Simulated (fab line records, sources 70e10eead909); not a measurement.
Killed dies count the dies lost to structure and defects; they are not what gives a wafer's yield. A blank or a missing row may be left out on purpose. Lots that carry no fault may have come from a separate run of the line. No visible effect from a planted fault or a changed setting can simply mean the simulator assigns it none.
Chamber matching -- flow nand-harc -- NHARC_A_ZERO_WELL_DESCUM_12 on rie-diel-08: 4 sister chambers
The step chemistry O2, time 3 s. 8 wafers are shown with their chamber, then 10 later ones without.

== WAFERS, EACH WITH ITS CHAMBER ==
wafer,chamber,drypump-motor-current-A (A),oes-product-au (a.u.)
L087.6,3,5.8,1.002
L090.2,0,5.5,0.989
L090.6,1,5.3,0.998
L092.3,3,5.8,1.007
L092.4,2,5.9,1.005
L092.5,2,5.8,1.009
L092.1,1,5.3,0.995
L092.2,0,5.5,0.995

== WAFERS WHOSE CHAMBER IS MISSING ==
wafer,drypump-motor-current-A (A),oes-product-au (a.u.)
L092.6,5.9,1.005
L091.4,5.9,0.998
L091.5,5.5,0.994
L091.6,5.9,0.992
L095.2,5.9,1.009
L095.4,5.3,0.996
L095.5,5.9,1.006
L097.1,5.5,0.980
L097.2,5.9,1.010
L097.6,5.8,1.003

== EACH ONE'S CHAMBER ==
wafer,from the rows above,in truth
L092.6,can't be placed: 2 or 3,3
L091.4,can't be placed: 2 or 3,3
L091.5,0,0
L091.6,can't be placed: 3 or 2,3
L095.2,can't be placed: 2 or 3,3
L095.4,1,1
L095.5,can't be placed: 2 or 3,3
L097.1,0,0
L097.2,can't be placed: 2 or 3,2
L097.6,can't be placed: 3 or 2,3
Placed correctly: 3 of 10. Can't be placed from these rows: 7 (the true chamber is among the candidates in 7). Placed wrongly: 0.
How it was worked out, from the rows above alone: a wafer's distance from a chamber is the root of the sum, over the readings, of the square of ((its reading less the chamber's mean) divided by the reading's scatter). If the next closest chamber is less than 2 further off than the closest, the wafer can't be placed; otherwise it belongs to the closest. A chamber's mean is the mean of its shown wafers. The scatter is the square root of a quotient: the sum, over the shown wafers, of each reading's squared deviation from its chamber's mean, divided by wafers minus chambers.
